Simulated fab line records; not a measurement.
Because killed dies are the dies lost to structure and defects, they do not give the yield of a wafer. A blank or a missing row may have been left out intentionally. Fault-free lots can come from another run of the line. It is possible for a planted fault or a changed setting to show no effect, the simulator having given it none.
A struck lot beside a sound one    flow nandHarc    42 steps out of a route of 1302
Sound: these wafers, L690.1, L690.4, L690.6. Struck: wafers L701.1, L701.2, L701.4. At the end, the cause is stated.
For every step that has rows: the tool of each side, followed by ch and its chambers, followed by its first start. Under that, the readings that differ: sound wafers    struck wafers    difference of the means    sigmas: that difference in standard deviations of wafers without a fault.
alike: readings whose means differ by less than 2 such deviations, and words and numbers that are the same on both sides. not compared: withheld readings, readings that some wafer has no value for, bounds like >300 that may hide the same value, and numbers for which the record gives no deviation and whose values overlap.
The two part at a step that has a row with sigmas, a row that says differs or no value, or rows on one side only. Non-overlapping numbers with no deviation appear without sigmas and do not part them. A reading missing from all wafers of one side parts the sides only when that side holds two or more wafers.

first, 1 step without rows for these wafers: NHARC_P_M2_STRIP_19 (strips in post etch residue remover, time 600 s).
NHARC_P_M2_DEGAS_29: time 60 s.
  struck on pvdSputter-03, day 12 17:13; sound on pvdSputter-01, day 7 02:43
  alike: heaterPowerW, susceptorTempC
NHARC_P_M2_PRE_CLEAN_30: time 30 s.
  sound on pvdSputter-01; struck on pvdSputter-03
reading             sound                 struck                difference  sigmas
susceptorTempC (C)  280.40 279.97 280.51  279.70 279.70 279.92  -0.52       -3
  alike: heaterPowerW
then, 3 steps without rows for these wafers: NHARC_P_M2_PVD_20 (deposits TaN, target thk 5 nm, time 8.06 s); NHARC_P_M2_PVD_21 (deposits Cu, target thk 30 nm, time 20.49 s); NHARC_P_M2_ECD_22 (material Cu, target thk 400 nm).
NHARC_P_M2_ANNEAL_31: time 90 s.
  sound on rtpAnneal-01 ch 0, day 7 03:27; struck on rtpAnneal-02 ch 0, day 12 17:59
  alike: wafer_temp_C_max
NHARC_P_M2_CMP_23: polishes, t overpolish 20 s, target thk 144.3 nm.
  sound on cmp-02 ch 0,3, day 7 03:47; struck on cmp-02 ch 0,2,3, day 12 18:19
  alike: motorCurrentA, slurryFilterDpKPa, timeToEndpointS
NHARC_P_M2_THK_MEAS_24: measures by xrf.
  struck on filmMetro-02, day 12 18:38; sound on filmMetro-01, day 7 04:06
  alike: thkNm
following that, these wafers have no rows for 1 step: NHARC_P_M2_SRD_25.
NHARC_P_M2_INSPECT_27:
  struck on defectInspect-01, day 12 18:47; sound on defectInspect-01, day 7 04:16
reading         sound        struck       difference  sigmas
rawDefectCount  383 192 198  350 652 381  +203        +2
NHARC_P_M2_PRE_CLEAN_32: time 12 s.
  sound on pecvd-03 ch 0,1,2, day 7 04:20; struck on pecvd-01 ch 0,1,2, day 12 18:52
  alike: heaterPowerOuterW, heaterPowerW, susceptorTempC
then, 3 steps without rows for these wafers: NHARC_P_M2_DEP_33 (deposits SiCN, target thk 30 nm); NHARC_P_BONDPAD_DEP_00 (deposits SiCN, target thk 250 nm); NHARC_P_BONDPAD_CMP_32 (polishes SiCN, target thk 200 nm).
NHARC_P_BONDPAD_THK_MEAS_33: measures by ellipsometry.
  struck on filmMetro-02, day 12 20:01; sound on filmMetro-01, day 7 05:28
  alike: thkNm
then, 10 steps without rows for these wafers: NHARC_P_BONDPAD_SRD_34; NHARC_P_BONDPAD_DEHYDRATE_01 (time 120 s); NHARC_P_BONDPAD_HMDS_02 (time 30 s); NHARC_P_BONDPAD_COAT_36 (time 65 s); NHARC_P_BONDPAD_COAT_03 (resist thk 600 nm); NHARC_P_BONDPAD_SOFTBAKE_04 (time 70 s); NHARC_P_BONDPAD_EBR_05; NHARC_P_BONDPAD_EXPOSE_06 (exposes mask P BPAD); NHARC_P_BONDPAD_PEB_07 (peb time 80 s); NHARC_P_BONDPAD_DEVELOP_08 (time 50 s).
NHARC_P_BONDPAD_CD_MEAS_09: target cd 500 nm.
  sound on cdSem-01 ch 0, day 7 06:02; struck on cdSem-02 ch 0, day 12 20:27
  alike: cdNm
NHARC_P_BONDPAD_OVL_MEAS_38:
  struck on overlay-02, day 12 20:32; sound on overlay-01, day 7 06:08
reading          sound     struck    difference  sigmas
overlayXNm (nm)  16 16 17  -3 -3 -2  -19         -3
  alike: overlayYNm
then, 4 steps without rows for these wafers: NHARC_P_BONDPAD_HARDBAKE_10 (time 65 s); NHARC_P_BONDPAD_DESCUM_11 (chemistry O2, time 3 s); NHARC_P_BONDPAD_ETCH_37 (etches the open film in N2/H2, target depth 60 nm, overetch 18 nm, time 65.91 s); NHARC_P_BONDPAD_ETCH_12 (etches the open film in CHF3/O2, target depth 200 nm, time 100 s).
NHARC_P_BONDPAD_CD_MEAS_13:
  struck on cdSem-02, day 12 20:58; sound on cdSem-03, day 7 06:34
  alike: cdNm
then, 6 steps without rows for these wafers: NHARC_P_BONDPAD_STRIP_15 (strips in O2); NHARC_P_BONDPAD_ETCH_24 (etches the open film in CF4/N2, target depth 30 nm, time 72.99 s); NHARC_P_BONDPAD_STRIP_16 (strips in post etch residue remover, time 600 s); NHARC_P_BONDPAD_DEGAS_25 (time 60 s); NHARC_P_BONDPAD_PRE_CLEAN_26 (time 30 s); NHARC_P_BONDPAD_PVD_17 (deposits TaN, target thk 5 nm, time 8.06 s).
NHARC_P_BONDPAD_PVD_27: deposits Cu, target thk 30 nm, time 20.49 s.
  sound on pvdSputter-03; struck on pvdSputter-03
  alike: throttleValvePct
then, 1 step without rows for these wafers: NHARC_P_BONDPAD_ECD_18 (material Cu, target thk 400 nm).
-- break in the record here, with 18 days between the starts of the struck wafers on either side (left off in module P_BONDPAD, picked up again in module END, where the first step shown is number 1302 on the route) --
NHARC_END_SORT_01:
  here the record holds rows for the struck wafers (prober-02 ch 0, day 30 18:29) but none for the sound ones

WHERE THEY PART
Last at NHARC_END_SORT_01 as far as this record goes, first at NHARC_P_M2_PRE_CLEAN_30.

WHY: what had been put in by the simulator
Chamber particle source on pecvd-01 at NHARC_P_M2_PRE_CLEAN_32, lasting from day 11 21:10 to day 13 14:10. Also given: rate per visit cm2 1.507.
